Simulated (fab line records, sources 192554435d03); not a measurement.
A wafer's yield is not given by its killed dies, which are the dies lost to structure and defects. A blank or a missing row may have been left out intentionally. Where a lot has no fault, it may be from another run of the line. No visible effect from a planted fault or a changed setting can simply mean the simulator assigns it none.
Which tool is to blame?    flow n5-finfet    12 lots with 36 wafers sampled at 3 steps, on a route of 1938 steps

== WHAT THE GAUGES READ, wafer by wafer ==
N5_BEOL_M6_CD_MEAS_11: target cd 38.5 nm.
lot   measured      on         cd-nm (nm)
L077  day 9 05:37   cd-sem-01  38.6 39.7 38.8
L075  day 9 17:24   cd-sem-03  38.2 38.0 38.5
L080  day 10 23:16  cd-sem-01  38.6 39.1 38.4
L082  day 11 00:22  cd-sem-02  37.7 38.4 38.9
L083  day 11 08:08  cd-sem-01  39.0 39.1 38.4
L085  day 12 04:32  cd-sem-01  38.6 39.2 39.4
L088  day 12 10:28  cd-sem-01  38.5 38.7 39.3
L086  day 12 15:14  cd-sem-01  38.8 39.4 38.7
L091  day 13 09:38  cd-sem-02  38.2 38.5 38.2
L093  day 13 22:49  cd-sem-03  40.2 39.4 38.7
L094  day 15 03:10  cd-sem-03  38.6 38.4 38.6
L097  day 16 02:46  cd-sem-03  39.8 39.2 38.0

== TOOL THAT RAN EACH LOT (tool first, then ch and the chambers of the sampled wafers, then the start) ==
lot   N5_BEOL_M5_CURE_80             N5_BEOL_M5_ANNEAL_82
L077  uv-cure-03 ch 1, day 8 16:43   pvd-sputter-03, day 8 19:23
L075  uv-cure-01 ch 1, day 8 23:51   pvd-sputter-02, day 9 09:55
L080  uv-cure-03 ch 2, day 10 11:18  pvd-sputter-02, day 10 15:12
L082  uv-cure-03 ch 2, day 10 14:22  pvd-sputter-01, day 10 18:25
L083  uv-cure-03 ch 2, day 10 22:48  pvd-sputter-02, day 11 01:29
L085  uv-cure-01 ch 0, day 11 18:40  pvd-sputter-02, day 11 21:04
L088  uv-cure-03 ch 1, day 12 00:15  pvd-sputter-03, day 12 02:45
L086  uv-cure-02 ch 2, day 12 05:49  pvd-sputter-02, day 12 08:05
L091  uv-cure-03 ch 0, day 12 23:23  pvd-sputter-02, day 13 01:38
L093  uv-cure-01 ch 0, day 13 14:47  pvd-sputter-01, day 13 17:16
L094  uv-cure-02 ch 1, day 14 15:47  pvd-sputter-03, day 14 18:37
L097  uv-cure-02 ch 0, day 15 17:48  pvd-sputter-03, day 15 20:04
- N5_BEOL_M5_CURE_80: cures SiCOH lowk, time 120 s.
- N5_BEOL_M5_ANNEAL_82: time 1800 s.

== THE ANSWER, worked out from the rows above alone ==
Rule: usual is defined by the lots themselves. The widest of any qualifying gaps counts: lots, ordered by their means at a reading, are off when they make up no more than a third of the lots, leave a main group of 4 or more, and stand apart from it by 3 or more times the standard deviation of that group's means. A main group is skipped when, at the precision printed for the reading in the tables above, its means are all equal. A lot without any number at a reading at which 4 lots or more have one is off too. The other lots that the step has rows for count as sound.
Across all readings shown, no lot is off: no conclusion can be drawn from this.

== WHAT THE SIMULATOR PUT IN ==
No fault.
